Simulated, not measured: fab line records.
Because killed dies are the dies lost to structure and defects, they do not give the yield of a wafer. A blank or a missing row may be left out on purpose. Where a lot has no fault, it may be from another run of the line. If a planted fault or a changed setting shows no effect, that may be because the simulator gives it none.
Matching of chambers    flow n5_finfet    rie_diel-01 running N5_BEOL_M10_DESCUM_16: 4 sister chambers
The step chemistry O2, time 7.9 s. 18 wafers are shown with their chamber, then 9 later ones without.

== WAFERS PAIRED WITH THEIR CHAMBERS ==
wafer   chamber  throttle_valve_pct (%)  oes_product_au (a.u.)  rf_fwd_power_W (W)
L079.1  1        20.28                   0.91                   49.49
L079.2  0        20.68                   0.70                   49.53
L079.5  0        20.67                   0.71                   49.57
L081.2  1        20.28                   0.89                   49.65
L081.4  0        20.69                   0.71                   49.51
L081.5  1        20.27                   0.90                   49.53
L082.1  0        20.69                   0.70                   49.65
L082.3  2        20.74                   0.77                   49.02
L082.6  2        20.75                   0.76                   49.15
L084.2  3        20.24                   0.81                   49.28
L084.5  1        20.27                   0.88                   49.58
L084.6  2        20.75                   0.75                   49.21
L083.1  2        20.77                   0.76                   48.91
L083.2  3        20.24                   0.81                   48.93
L083.3  0        20.71                   0.70                   49.64
L085.1  2        20.75                   0.76                   48.85
L085.4  3        20.23                   0.82                   49.28
L085.5  3        20.24                   0.82                   49.27

SIGNATURES (means of the wafers above)
reading             chamber 0  chamber 1  chamber 2  chamber 3  scatter within a chamber
throttle_valve_pct  20.6880    20.2750    20.7520    20.2375    0.0105
oes_product_au      0.7040     0.8950     0.7600     0.8150     0.00811
rf_fwd_power_W      49.5800    49.5625    49.0280    49.1900    0.124
Rule: for a wafer and a chamber, the distance is found by dividing, reading by reading, the gap between the wafer's reading and the chamber's mean by the reading's scatter, squaring, summing and taking the root. The wafer belongs to the nearest chamber; if the next one is less than 2 further off, it can't be placed. The scatter: take each reading less its chamber's mean, square it, sum over the shown wafers, divide by the number of wafers less the number of chambers, and take the root.

== WAFERS WHOSE CHAMBER IS MISSING ==
wafer   throttle_valve_pct (%)  oes_product_au (a.u.)  rf_fwd_power_W (W)
L086.2  20.70                   0.69                   49.75
L086.4  20.28                   0.87                   49.40
L086.6  20.71                   0.70                   49.44
L091.3  20.32                   0.86                   49.47
L091.4  20.31                   0.85                   49.52
L091.6  20.78                   0.75                   48.89
L092.1  20.78                   0.74                   49.04
L092.2  20.26                   0.79                   49.04
L092.5  20.37                   1.01                   49.70

== WHICH CHAMBER EACH WENT THROUGH ==
wafer    from the rows above   in truth
L086.2   0                     0
L086.4   1                     1
L086.6   0                     0
L091.3   1                     1
L091.4   1                     1
L091.6   2                     2
L092.1   2                     2
L092.2   3                     3
L092.5   1                     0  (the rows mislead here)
8 of 9 placed correctly. From these rows, 0 cannot be placed. Placed wrongly: 1.
